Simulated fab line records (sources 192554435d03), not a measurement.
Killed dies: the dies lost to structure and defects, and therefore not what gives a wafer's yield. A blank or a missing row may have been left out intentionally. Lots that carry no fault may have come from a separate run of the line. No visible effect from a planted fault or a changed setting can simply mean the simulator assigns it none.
fab line records	flow n5Finfet
[record] lots = 5	wafers = 15	lastDay = 17
route steps=1938 shown BEOL_M15@1789 PASSIVATION@1936
lots untouched by any fault: they come from a run of this same line in which no faults occurred
startH: start of the lot's first displayed wafer, in hours after the record's first day	waitH: hours from the lot's prior step to this one	" as in the row above	L1.1+2: one row covering several wafers at once	- no value, or no start given	* or withheld: withheld	< > ~ a bound
route shown NAME@n: NAME is a module with steps in the file, n the number in the route of the first one	usual: average and standard deviation across the fault-free wafers	same: alike in all rows	chamber/n: place in a boat	sites: each site's reading	_std_site: the values' standard deviation	_edge_site: inner sites' mean taken away from outer sites' mean	radiusMm: how far each site lies from the wafer's centre	mask NAME#n: copy n	behind: the tool/chamber that last shaped the wafer	hold: why the lot was held/for how many hours/how that ended	device: the n, p or np transistor that did not switch	end of line: the same wafers' tests at the end of the route	where a step has no rows: the recipe by itself	killed: count of dies lost to structure and defects at first sort (not the wafer's yield)	map: per-die view of a wafer (x killed, . not killed, _ where there is no die)
set.NAME: the setting the step ran with; set.NAME@STEP: the setting that earlier step ran with	model.NAME: the simulator's own value behind a step, which no gauge read
lots at some steps of the route; a table a step, a row a wafer
services: a tool's chamber out of use, with start hour (startH, from the record's first day; less than 0 if before it), hours out, and reason
[[steps]]
[step N5_BEOL_M15_STRIP_63]
[recipe] chemistry = O2	powerW = 600	tempC = 60	pressureMtorr = 30	rfFrequencyHz = 6e+07	biasPowerW = 0	overashFraction = 0.3	o2FlowSccm = 225
[usual] drypumpMotorCurrentA = 5.8/0.38	o2FlowSccm = 224.9/0.64	oesProductAu = 0.78/0.059	rfVppV = 3.7/0.75	showerheadPlenumPTorr = 2.11/0.088	throttleValvePct = 16.69/0.26
lot.wafer	tool	chamber	startH	waitH	drypumpMotorCurrentA	o2FlowSccm	oesProductAu	rfHoursCounterH	rfVppV	showerheadPlenumPTorr	throttleValvePct
L797.2	rieDiel-02	1	-	-	5.6	225.2	0.85	87	1.7	2.24	16.54
L797.3	"	2	"	"	6.5	224.6	0.75	123	3.7	2.02	17.09
L797.4	"	0	"	"	5.1	224.4	0.72	199	3.5	2.19	17.09
L803.1	rieDiel-04	3	-	-	6.0	225.3	0.81	79	4.8	2.12	16.81
L803.2	"	1	"	"	5.5	225.3	0.95	2	3.1	2.05	16.27
L803.5	"	1	"	"	5.5	225.7	0.96	-	4.3	2.04	16.23
L808.1	rieDiel-04	2	-	-	5.3	225.3	0.75	152	3.3	2.00	16.84
L808.4	"	0	"	"	5.7	225.1	0.83	-	4.0	2.05	16.50
L808.6	"	3	"	"	6.0	225.5	0.80	-	3.1	2.12	16.83
L807.2	rieDiel-02	1	-	-	5.6	224.4	0.83	109	4.6	2.23	16.58
L807.3	"	2	"	"	6.5	224.8	0.73	146	4.0	2.02	17.13
L807.4	"	3	"	"	5.9	225.3	0.77	125	3.2	2.21	16.36
L810.1	rieDiel-04	3	-	-	6.0	225.4	0.80	90	2.4	2.12	16.82
L810.4	"	2	"	"	5.3	225.5	0.76	155	3.0	2.00	16.83
L810.5	"	1	"	"	5.5	226.1	0.93	-	3.8	2.04	16.28
[step N5_BEOL_M15_STRIP_64]
[recipe] chemistry = O2	powerW = 600	tempC = 60	pressureMtorr = 30	rfFrequencyHz = 6e+07	biasPowerW = 0	overashFraction = 0.3	o2FlowSccm = 225
[step N5_BEOL_M15_STRIP_65]
[recipe] chemistry = postEtchResidueRemover	timeS = 60	tempC = 25	removerPh = withheld	removerWaterWtPct = withheld	removerFluorideWtPct = withheld
[step N5_BEOL_M15_SRD_66]
[recipe] timeS = 30	tempC = 23	rinseLiquid = diw	dry = n2Spin	spinRpm = 1500	dryTimeS = 30
[step N5_BEOL_M15_CD_MEAS_17]
[recipe] targetCdNm = 360	polarity = opening
[usual] cdNm = 362.0/1.9
lot.wafer	tool	chamber	startH	waitH	cdNm
L797.2	cdSem-03	-	308.92	0.0	361.4
L797.3	"	-	"	"	363.9
L797.4	"	-	"	"	362.9
L803.1	cdSem-01	-	348.50	0.0	360.0
L803.2	"	-	"	"	360.8
L803.5	"	-	"	"	360.4
L808.1	cdSem-03	-	374.46	0.0	363.5
L808.4	"	-	"	"	363.2
L808.6	"	-	"	"	362.2
L807.2	cdSem-01	-	375.78	0.0	361.3
L807.3	"	-	"	"	364.3
L807.4	"	-	"	"	364.8
L810.1	cdSem-01	-	382.76	0.0	363.9
L810.4	"	-	"	"	362.7
L810.5	"	-	"	"	365.6
[step N5_BEOL_M15_COAT_56]
[recipe] resist = SOC	tempC = 250	timeS = 60	spinRpm = 1500	resistThkNm = 550
[step N5_BEOL_M15_ETCH_57]
[recipe] chemistry = N2/H2	target = SOC	sourceW = 3000	biasW = 350	timeS = 750	ionEnergyEv = 200	pressureMtorr = 30	n2FlowSccm = 200	h2FlowSccm = 200
[usual] biasW = 350.2/1	drypumpMotorCurrentA = 5.7/0.37	oesProductAu = 0.78/0.057	rfFwdPowerW = 2996/8.4	rfVppV = 523.8/2.6	showerheadPlenumPTorr = 2.54/0.094	throttleValvePct = 17.75/0.26
[same] timeS = 750
lot.wafer	tool	chamber	startH	waitH	biasW	drypumpMotorCurrentA	oesProductAu	rfFwdPowerW	rfHoursCounterH	rfVppV	showerheadPlenumPTorr	throttleValvePct
L797.2	rieDiel-04	0	309.08	-	348.2	5.7	0.87	2989	53	523.2	2.48	17.46
L797.3	"	2	"	"	351.9	5.4	0.79	2993	130	521.9	2.43	17.91
L797.4	"	1	"	"	349.2	5.5	0.69	2983	247	523.4	2.48	17.78
L803.1	rieDiel-06	2	348.61	-	350.4	6.0	0.77	2999	134	526.5	2.64	17.52
L803.2	"	3	"	"	349.9	5.6	0.71	3007	216	527.1	2.62	17.76
L803.5	"	2	"	"	349.2	6.0	0.77	3006	-	527.4	2.64	17.51
L808.1	rieDiel-02	0	374.72	-	351.7	5.1	0.70	2985	219	526.1	2.62	18.05
L808.4	"	1	"	"	349.5	5.6	0.81	2995	108	528.6	2.68	17.75
L808.6	"	1	"	"	349.8	5.6	0.81	2988	-	527.1	2.68	17.76
L807.2	rieDiel-02	0	375.88	-	350.6	5.1	0.70	2986	219	524.8	2.62	18.05
L807.3	"	2	"	"	349.8	6.5	0.74	2990	146	521.5	2.44	18.21
L807.4	"	1	"	"	350.5	5.6	0.82	3014	109	526.3	2.68	17.77
L810.1	rieDiel-02	3	382.95	-	350.4	5.9	0.78	3005	127	527.6	2.65	17.27
L810.4	"	0	"	"	350.6	5.1	0.70	2996	221	525.2	2.62	18.05
L810.5	"	0	"	"	349.4	5.1	0.71	2987	-	524.7	2.62	18.05
[step N5_BEOL_M15_COAT_60]
[recipe] resist = BARC	tempC = 205	timeS = 60	spinRpm = 1500	resistThkNm = 89
[step N5_BEOL_M15_COAT_22]
[recipe] spinRpm = 1704	resistThkNm = 800
[step N5_BEOL_M15_EBR_24]
[recipe] solvent = PGMEA	ebrWidthMm = 1.5
[step N5_BEOL_M15_SOFTBAKE_23]
[recipe] tempC = 130	timeS = 60
[step N5_BEOL_M15_EXPOSE_25]
[recipe] maskId = M15	na = 0.8	sourceShape = annular	sigmaInner = 0.5	sigmaOuter = 0.8	polarization = unpolarized	targetCdNm = 400	doseMj = 35.5
[step N5_BEOL_M15_PEB_26]
[recipe] pebTempC = 130	pebTimeS = 90
lot.wafer	tool	chamber	startH	waitH
L797.2+3+4	lithoTrack-03	0	309.74	0.0
L803.1+2+5	lithoTrack-02	0	349.39	0.1
L808.1+4+6	lithoTrack-03	0	375.38	0.1
L807.2+3+4	lithoTrack-02	0	376.54	0.0
L810.1+4+5	lithoTrack-02	0	383.73	0.1
[step N5_BEOL_M15_DEVELOP_27]
[recipe] developTimeS = 45	rinseLiquid = diw	dry = airSpin	devTempC = 21
[step N5_BEOL_M15_HARDBAKE_32]
[recipe] tempC = 130	timeS = 120
[step N5_BEOL_M15_CD_MEAS_28]
[recipe] targetCdNm = 407.6	landingEnergyEv = 500	detector = seInlens
[usual] cdNm = 407.6/1.5
[same] landingEnergyEv = 500
lot.wafer	tool	chamber	startH	waitH	cdNm
L797.2	cdSem-02	0	309.86	-	411.4
L797.3	"	0	"	"	410.3
L797.4	"	0	"	"	409.6
L803.1	cdSem-02	0	349.51	-	405.6
L803.2	"	0	"	"	407.5
L803.5	"	0	"	"	407.2
L808.1	cdSem-02	0	375.49	-	406.0
L808.4	"	0	"	"	405.5
L808.6	"	0	"	"	404.9
L807.2	cdSem-03	0	376.65	-	408.5
L807.3	"	0	"	"	407.7
L807.4	"	0	"	"	409.8
L810.1	cdSem-02	0	383.85	-	409.5
L810.4	"	0	"	"	407.2
L810.5	"	0	"	"	409.3
[step N5_BEOL_M15_OVL_MEAS_29]
[recipe] pointsPerWafer = 44
[usual] M15_OVL = 6/4.9
lot.wafer	tool	chamber	startH	waitH	M15_OVL[nm]
L797.2	overlay-02	0	309.89	0.0	12
L797.3	"	0	"	"	11
L797.4	"	0	"	"	10
L803.1	overlay-02	0	349.54	0.0	2
L803.2	"	0	"	"	5
L803.5	"	0	"	"	3
L808.1	overlay-02	0	375.52	0.0	5
L808.4	"	0	"	"	10
L808.6	"	0	"	"	13
L807.2	overlay-02	0	376.68	0.0	-1
L807.3	"	0	"	"	-4
L807.4	"	0	"	"	5
L810.1	overlay-02	0	383.88	0.0	8
L810.4	"	0	"	"	9
L810.5	"	0	"	"	2
[step N5_BEOL_M15_INSPECT_30]
[recipe] mode = adi	inspectInstrument = macro
[usual] rawDefectCount = 2.1/1.3
lot.wafer	tool	chamber	startH	waitH	rawDefectCount
L797.2	defectInspect-01	-	309.91	0.0	2
L797.3	"	-	"	"	3
L797.4	"	-	"	"	2
L803.1	defectInspect-02	-	349.56	0.0	4
L803.2	"	-	"	"	4
L803.5	"	-	"	"	0
L808.1	defectInspect-01	-	375.55	0.0	0
L808.4	"	-	"	"	0
L808.6	"	-	"	"	3
L807.2	defectInspect-02	-	376.71	0.0	1
L807.3	"	-	"	"	2
L807.4	"	-	"	"	4
L810.1	defectInspect-01	-	383.91	0.0	0
L810.4	"	-	"	"	3
L810.5	"	-	"	"	2
[step N5_BEOL_M15_DESCUM_33]
[recipe] chemistry = O2	timeS = 7.9	sourcePowerW = 50	biasPowerW = 20	pressureMtorr = 20	rfFrequencyHz = 2.712e+07	tempC = 40	o2FlowSccm = 225
[usual] drypumpMotorCurrentA = 5.8/0.36	o2FlowSccm = 225.0/0.65	oesProductAu = 0.78/0.061	rfFwdPowerW = 49.26/0.22	rfVppV = 243.3/1.3	showerheadPlenumPTorr = 2.11/0.084	throttleValvePct = 20.46/0.27
[same] timeS = 7.9
lot.wafer	tool	chamber	startH	waitH	drypumpMotorCurrentA	o2FlowSccm	oesProductAu	rfFwdPowerW	rfHoursCounterH	rfVppV	showerheadPlenumPTorr	throttleValvePct	model.BEOL_M15.cdNm
L797.2	rieDiel-04	2	310.02	0.1	5.3	224.9	0.78	49.50	130	242.2	2.01	20.54	411.6
L797.3	"	3	"	"	6.0	224.5	0.83	49.43	64	244.4	2.12	20.54	410.4
L797.4	"	1	"	"	5.5	225.3	0.69	49.02	248	242.7	2.04	20.41	410
L803.1	rieDiel-04	3	349.66	0.1	6.0	223.4	0.81	49.26	79	244.1	2.12	20.58	405.6
L803.2	"	2	"	"	5.3	225.3	0.76	49.11	146	241.7	2.00	20.55	407.8
L803.5	"	1	"	"	5.5	224.5	0.97	49.30	-	241.6	2.04	20.01	407.2
L808.1	rieDiel-06	3	375.58	0.0	5.6	225.4	0.71	49.40	225	243.7	2.16	20.45	406.2
L808.4	"	3	"	"	5.6	225.7	0.70	49.42	-	244.6	2.16	20.46	405.6
L808.6	"	2	"	"	6.0	225.5	0.77	49.39	-	244.7	2.20	20.48	405.2
L807.2	rieDiel-02	3	377.03	0.3	5.9	224.3	0.77	49.16	125	244.1	2.21	20.08	408.2
L807.3	"	0	"	"	5.1	224.9	0.71	49.10	219	242.5	2.18	20.92	407.8
L807.4	"	1	"	"	5.6	224.6	0.81	49.50	109	245.3	2.22	20.41	409.6
L810.1	rieDiel-02	2	384.13	0.2	6.5	224.2	0.74	49.01	149	242.2	2.01	20.96	409.6
L810.4	"	3	"	"	5.8	224.8	0.77	48.81	127	245.0	2.21	20.09	407.4
L810.5	"	3	"	"	5.8	225.8	0.78	48.72	-	244.6	2.21	20.10	409.2
[step N5_BEOL_M15_ETCH_61]
[recipe] chemistry = N2/H2	target = BARC	targetDepthA = 890	overetchA = 267	timeS = 67.9	ionEnergyEv = 200	pressureMtorr = 30	sourceW = 840	biasW = 150	n2FlowSccm = 200	h2FlowSccm = 200
[usual] biasW = 150.1/0.47	drypumpMotorCurrentA = 5.8/0.36	oesProductAu = 0.67/0.051	rfFwdPowerW = 831.4/2.7	rfVppV = 524.0/2.7	showerheadPlenumPTorr = 2.55/0.094	throttleValvePct = 17.82/0.26
[same] timeS = 67.9
lot.wafer	tool	chamber	startH	waitH	biasW	drypumpMotorCurrentA	oesProductAu	rfFwdPowerW	rfHoursCounterH	rfVppV	showerheadPlenumPTorr	throttleValvePct
L797.2	rieDiel-04	2	310.05	0.0	150.2	5.4	0.67	834.0	130	520.5	2.43	18.04
L797.3	"	3	"	"	149.6	6.0	0.72	832.2	64	525.3	2.56	17.94
L797.4	"	1	"	"	150.8	5.5	0.58	827.1	248	525.0	2.48	17.90
L803.1	rieDiel-04	3	349.69	0.0	150.2	6.0	0.70	833.0	79	525.0	2.55	17.95
L803.2	"	2	"	"	150.3	5.4	0.66	833.3	146	520.5	2.43	18.05
L803.5	"	1	"	"	150.4	5.6	0.83	833.0	-	521.4	2.48	17.46
L808.1	rieDiel-06	3	375.62	0.0	150.2	5.6	0.61	836.8	225	525.5	2.61	17.89
L808.4	"	3	"	"	150.2	5.7	0.61	828.9	-	525.5	2.62	17.89
L808.6	"	2	"	"	149.5	6.0	0.66	835.7	-	527.3	2.64	17.63
L807.2	rieDiel-02	3	377.07	0.0	149.5	5.9	0.66	831.5	125	527.7	2.65	17.36
L807.3	"	0	"	"	150.2	5.1	0.59	832.1	219	526.9	2.62	18.17
L807.4	"	1	"	"	150.0	5.6	0.70	837.3	109	527.6	2.68	17.85
L810.1	rieDiel-02	2	384.17	0.0	150.1	6.5	0.63	830.9	149	520.7	2.44	18.33
L810.4	"	3	"	"	151.2	5.9	0.66	828.6	128	526.2	2.65	17.39
L810.5	"	3	"	"	150.9	5.9	0.66	832.4	-	527.4	2.65	17.37
[step N5_BEOL_M15_TRENCH_ETCH_34]
[recipe] chemistry = C4F8/O2/Ar	target = SiO2	targetDepthA = 8729.3	heInnerTorr = 15	heOuterTorr = 30	timeS = 199	ionEnergyEv = 800	pressureMtorr = 20	sourceW = 1905	biasW = 2040	Ar_flow_sccm = 400	C4F8_flow_sccm = 16	O2_flow_sccm = 12
[step N5_BEOL_M15_STRIP_36]
[recipe] chemistry = O2	powerW = 600	tempC = 60	pressureMtorr = 30	rfFrequencyHz = 6e+07	biasPowerW = 0	overashFraction = 0.3	o2FlowSccm = 225
[step N5_BEOL_M15_STRIP_62]
[recipe] chemistry = O2	powerW = 600	tempC = 60	pressureMtorr = 30	rfFrequencyHz = 6e+07	biasPowerW = 0	overashFraction = 0.3	o2FlowSccm = 225
[usual] drypumpMotorCurrentA = 5.8/0.39	o2FlowSccm = 224.9/0.71	oesProductAu = 0.78/0.054	rfVppV = 3.6/0.54	showerheadPlenumPTorr = 2.12/0.085	throttleValvePct = 16.70/0.26
lot.wafer	tool	chamber	startH	waitH	drypumpMotorCurrentA	o2FlowSccm	oesProductAu	rfHoursCounterH	rfVppV	showerheadPlenumPTorr	throttleValvePct
L797.2	rieDiel-04	2	-	-	5.4	225.1	0.78	131	3.7	2.01	16.79
L797.3	"	3	"	"	6.0	226.1	0.83	64	4.4	2.13	16.74
L797.4	"	0	"	"	5.6	224.1	0.85	53	3.6	2.05	16.48
L803.1	rieDiel-06	3	-	-	5.6	224.9	0.71	217	3.1	2.16	16.75
L803.2	"	2	"	"	6.0	224.5	0.78	135	4.3	2.21	16.66
L803.5	"	0	"	"	5.7	225.9	0.69	-	3.9	2.00	17.02
L808.1	rieDiel-04	0	-	-	5.7	225.1	0.83	73	3.6	2.05	16.50
L808.4	"	3	"	"	6.0	224.5	0.80	-	3.5	2.12	16.80
L808.6	"	2	"	"	5.3	225.3	0.76	-	4.2	2.00	16.83
L807.2	rieDiel-02	1	-	-	5.6	224.8	0.82	110	3.2	2.23	16.59
L807.3	"	3	"	"	5.8	224.6	0.78	126	3.9	2.21	16.35
L807.4	"	2	"	"	6.5	225.0	0.74	147	3.7	2.01	17.15
L810.1	rieDiel-04	0	-	-	5.7	223.6	0.82	76	3.3	2.05	16.50
L810.4	"	3	"	"	6.0	225.5	0.80	90	3.0	2.12	16.81
L810.5	"	0	"	"	5.7	224.5	0.83	-	3.5	2.05	16.49
[step N5_BEOL_M15_STRIP_37]
[recipe] chemistry = O2	powerW = 600	tempC = 60	pressureMtorr = 30	rfFrequencyHz = 6e+07	biasPowerW = 0	overashFraction = 0.3	o2FlowSccm = 225
[usual] drypumpMotorCurrentA = 5.8/0.38	o2FlowSccm = 225.1/0.64	oesProductAu = 0.78/0.054	rfVppV = 3.7/0.66	showerheadPlenumPTorr = 2.12/0.085	throttleValvePct = 16.70/0.26
lot.wafer	tool	chamber	startH	waitH	drypumpMotorCurrentA	o2FlowSccm	oesProductAu	rfHoursCounterH	rfVppV	showerheadPlenumPTorr	throttleValvePct
L797.2	rieDiel-04	2	-	-	5.4	226.0	0.78	131	3.1	2.01	16.79
L797.3	"	3	"	"	6.0	225.5	0.82	64	3.2	2.13	16.76
L797.4	"	0	"	"	5.6	223.9	0.86	53	4.4	2.05	16.45
L803.1	rieDiel-06	3	-	-	5.6	224.8	0.71	217	2.7	2.16	16.73
L803.2	"	2	"	"	6.0	224.3	0.77	135	3.5	2.21	16.65
L803.5	"	0	"	"	5.6	225.4	0.68	-	4.2	2.00	17.02
L808.1	rieDiel-04	0	-	-	5.6	224.6	0.83	73	4.4	2.05	16.49
L808.4	"	3	"	"	6.0	225.4	0.79	-	3.1	2.12	16.80
L808.6	"	2	"	"	5.4	225.6	0.76	-	4.3	2.00	16.84
L807.2	rieDiel-02	1	-	-	5.6	224.8	0.82	110	3.7	2.23	16.59
L807.3	"	3	"	"	5.8	225.6	0.77	126	5.0	2.21	16.37
L807.4	"	2	"	"	6.5	225.3	0.73	147	4.4	2.01	17.15
L810.1	rieDiel-04	0	-	-	5.7	225.3	0.83	76	3.2	2.05	16.49
L810.4	"	3	"	"	6.0	226.9	0.80	90	3.5	2.12	16.83
L810.5	"	0	"	"	5.7	224.8	0.82	-	3.7	2.05	16.51
[step N5_BEOL_M15_ETCH_38]
[recipe] chemistry = CF4/N2	target = SiCN	targetDepthA = 1064	taperDeg = 2	timeS = 120.5	ionEnergyEv = 150	maskMaterial = SiO2	pressureMtorr = 40	sourceW = 430	biasW = 70	Ar_flow_sccm = 100	cf4FlowSccm = 60	n2FlowSccm = 60
[usual] biasW = 70.02/0.2	drypumpMotorCurrentA = 5.8/0.38	oesProductAu = 0.78/0.057	rfFwdPowerW = 428.1/1.3	rfVppV = 382.5/2.1	showerheadPlenumPTorr = 2.21/0.084	throttleValvePct = 15.42/0.25
[same] timeS = 120.5
lot.wafer	tool	chamber	startH	waitH	biasW	drypumpMotorCurrentA	oesProductAu	rfFwdPowerW	rfHoursCounterH	rfVppV	showerheadPlenumPTorr	throttleValvePct	model.BEOL_M15.cdNm
L797.2	rieDiel-04	2	-	-	70.19	5.4	0.80	428.5	131	378.8	2.12	15.55	406
L797.3	"	3	"	"	70.03	6.0	0.85	430.1	64	382.7	2.23	15.46	403.6
L797.4	"	0	"	"	69.48	5.6	0.86	425.9	53	382.1	2.14	15.12	401.4
L803.1	rieDiel-06	3	-	-	70.28	5.6	0.71	428.4	217	383.8	2.26	15.45	399.4
L803.2	"	2	"	"	70.25	6.0	0.78	428.0	135	383.1	2.29	15.29	402.8
L803.5	"	0	"	"	69.89	5.7	0.68	429.6	-	378.8	2.08	15.62	399.2
L808.1	rieDiel-04	0	-	-	70.07	5.7	0.81	427.5	73	380.1	2.13	15.15	399.6
L808.4	"	3	"	"	70.35	6.0	0.82	431.2	-	382.7	2.22	15.52	399.4
L808.6	"	2	"	"	69.73	5.4	0.77	428.7	-	378.1	2.11	15.61	397.4
L807.2	rieDiel-02	1	-	-	70.08	5.6	0.81	429.6	110	384.5	2.32	15.25	401.2
L807.3	"	3	"	"	70.18	5.9	0.79	428.8	126	386.3	2.32	15.13	401
L807.4	"	2	"	"	70.18	6.5	0.73	426.7	147	379.3	2.11	15.81	403.6
L810.1	rieDiel-04	0	-	-	69.92	5.6	0.81	424.6	76	381.2	2.13	15.18	401.6
L810.4	"	3	"	"	69.89	6.0	0.82	429.1	91	382.2	2.22	15.53	399.6
L810.5	"	0	"	"	69.88	5.6	0.81	424.7	-	381.3	2.13	15.17	400.8
[step N5_BEOL_M15_PRECLEAN_39]
[recipe] chemistry = residueRemover	timeS = 60	tempC = 40
[step N5_PASSIVATION_PROBE_49]
[usual] defectLimitedYield = 91.5/1.4	killed_at_M0_to_M3 = 32/9.7	killed_at_M4_up = 14/5.3	killedAtContacts = 11/6	killedAtFrontEnd = 39/14	killedAtOther = 3.3/2.7	killedDies = 100/17	killedOpen = 66/13	killedShort = 32/7.4	sort_bin_4_leakage = 0.02/0.16	sort_bin_5_function = 4.9/0.9	sort_bin_6_memory = 3.2/0.72	sortNPass = 1080/17	sortYieldPct = 91.5/1.4
[same] grossDies = 1180	killedAtBackSide = 0	sort_bin_8_speed[%] = 0
lot.wafer	tool	chamber	startH	waitH	defectLimitedYield[%]	killed_at_M0_to_M3	killed_at_M4_up	killedAtContacts	killedAtFrontEnd	killedAtOther	killedDies	killedOpen	killedShort	sort_bin_4_leakage[%]	sort_bin_5_function[%]	sort_bin_6_memory[%]	sortNPass	sortYieldPct[%]
L808.1	prober-02	-	392.28	0.0	89.1	57	10	11	49	2	129	85	38	0	5.7	4.8	1051	89.1
L808.4	prober-02	-	392.43	0.2	87.7	46	18	9	71	1	145	86	58	0	7.0	5.0	1035	87.7
L808.6	prober-02	-	392.53	0.3	88.1	51	12	3	71	3	140	84	52	0	6.0	5.2	1040	88.1
// killed by level:class
L808.1 FIN_SAQP:geometricParticle:open=20 BEOL_M0_SAQP:geometricParticle:open=17 BEOL_M0_SAQP:geometricParticle:short=16 BEOL_M3:geometricParticle:open=14 MOL_CONTACT_COAG:geometricParticle:open=8 FIN_SAQP:geometricParticle:short=6 STI_FIN_REVEAL:geometricParticle:open=4 STARTING-WAFER:geometricParticle:open=4
L808.4 FIN_SAQP:geometricParticle:open=27 FIN_SAQP:geometricParticle:short=16 BEOL_M0_SAQP:geometricParticle:short=14 BEOL_M0_SAQP:geometricParticle:open=12 GATE_CUT:geometricParticle:short=9 STI_FIN_REVEAL:geometricParticle:open=7 BEOL_M2:geometricParticle:open=7 MOL_CONTACT_COAG:geometricParticle:open=6
L808.6 FIN_SAQP:geometricParticle:open=18 BEOL_M0_SAQP:geometricParticle:short=17 BEOL_M0_SAQP:geometricParticle:open=13 FIN_SAQP:geometricParticle:short=11 STI_FIN_REVEAL:geometricParticle:open=11 BEOL_M1:geometricParticle:open=8 DUMMY_GATE:geometricParticle:open=5 ILD0:geometricParticle:open=5
[[services]]
tool	chamber	startH	hours	kind
rieDiel-04	2	293.66	8.2	repair
rieDiel-06	1	311.17	5.3	repair
rieDiel-04	1	317.63	-	clean
rieDiel-04	1	317.63	-	consumableReplace:focusRing
rieDiel-04	1	317.63	25.8	scheduledDown
rieDiel-04	1	317.63	25.8	ventCycle
lithoTrack-02	-	318.84	-	consumableReplace:filter
lithoTrack-02	-	323.04	-	consumableReplace:filter
rieDiel-04	0	360.69	4.7	repair
rieDiel-04	2	360.94	2.5	repair
rieDiel-06	0	367.05	-	clean
rieDiel-06	0	367.05	-	consumableReplace:focusRing
rieDiel-06	0	367.05	-	consumableReplace:showerhead
rieDiel-06	0	367.05	23.0	scheduledDown
rieDiel-06	0	367.05	23.0	ventCycle
rieDiel-04	1	371.84	5.3	repair
[[key]]
firstSign none at tools or gauges
[modelEffect] step = N5_BEOL_M15_DESCUM_33	value = BEOL_M15.cdNm	without = 406	struck = 410.7
[modelEffect] step = N5_BEOL_M15_ETCH_38	value = BEOL_M15.cdNm	without = 399.1	struck = 403.7
metAt N5_BEOL_M15_PEB_26
struckWafers L797.2,L797.3,L797.4
[loopTrim] step = N5_BEOL_M15_EXPOSE_25	setting = dose	lots = L797
alsoFits N5_BEOL_M15_ETCH_57:rieDiel-04
[fault] kind = processParameterDrift	tool = lithoTrack-03	chamber = -	onsetH = 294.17	steps = N5_BEOL_M15_PEB_26	channel = pebTimeS	offset = *	shape = step	endH = 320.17	actsIn = *	stated = *
// loopTrim: a control loop set the setting to another value than it would have without faults
